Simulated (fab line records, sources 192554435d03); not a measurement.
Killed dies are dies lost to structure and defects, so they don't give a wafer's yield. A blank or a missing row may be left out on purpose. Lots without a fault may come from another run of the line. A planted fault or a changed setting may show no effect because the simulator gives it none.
Which tool did it? | flow n5_finfet | 6 lots, 16 wafers sampled, at 3 steps of a route of 1938

WHAT THE GAUGES READ, wafer by wafer
N5_WELL_APT_INSPECT_27: inspects for defects (macro).
lot  | measured    | on                | raw_defect_count
L288 | day 1 20:55 | defect_inspect-01 | 2 3 2
L291 | day 2 14:59 | defect_inspect-02 | 1 0 2
L294 | day 3 09:24 | defect_inspect-02 | 1 3 1
L302 | day 5 09:23 | defect_inspect-01 | 2
L304 | day 5 21:10 | defect_inspect-01 | 1 2 1
L308 | day 6 20:59 | defect_inspect-01 | 0 3 2

WHICH TOOL RAN EACH LOT (tool, then ch and the chambers of the sampled wafers, then the start)
lot  | N5_ZERO_LAYER_ETCH_17             | N5_WELL_APT_PEB_06
L288 | rie_diel-01 ch 0,1,3, day 1 18:53 | litho_track-01 ch 0, day 1 19:36
L291 | rie_diel-01 ch 0,2, day 2 12:51   | litho_track-01 ch 0, day 2 13:42
L294 | rie_diel-02 ch 0,3, day 3 07:08   | litho_track-01 ch 0, day 3 07:59
L302 | rie_diel-04 ch 2, day 5 06:52     | litho_track-01 ch 0, day 5 07:36
L304 | rie_diel-04 ch 2,3, day 5 18:52   | litho_track-04 ch 0, day 5 19:36
L308 | rie_diel-02 ch 1,3, day 6 18:43   | litho_track-05 ch 0, day 6 19:34
- N5_ZERO_LAYER_ETCH_17: etches SiO2 in CF4, target depth 12 nm, time 13.3 s.
- N5_WELL_APT_PEB_06: peb time 90 s.

THE ANSWER, worked out from the rows above alone
Rule: what is usual is taken from the lots themselves. Put in order of their means at a reading, lots are off if they are a third of the lots or fewer, leave a main group of 4 or more, and stand apart from it by a gap of 3 or more times the standard deviation of the main group's means; of several such gaps the widest counts. A main group whose means are all the same, to the digits that the tables above print for the reading, isn't used. A lot without any number at a reading at which 4 lots or more have one is off too. The other lots that the step has rows for count as sound.
No lot is off at any reading shown: from this, nothing can be told.

WHAT THE SIMULATOR HAD PUT IN
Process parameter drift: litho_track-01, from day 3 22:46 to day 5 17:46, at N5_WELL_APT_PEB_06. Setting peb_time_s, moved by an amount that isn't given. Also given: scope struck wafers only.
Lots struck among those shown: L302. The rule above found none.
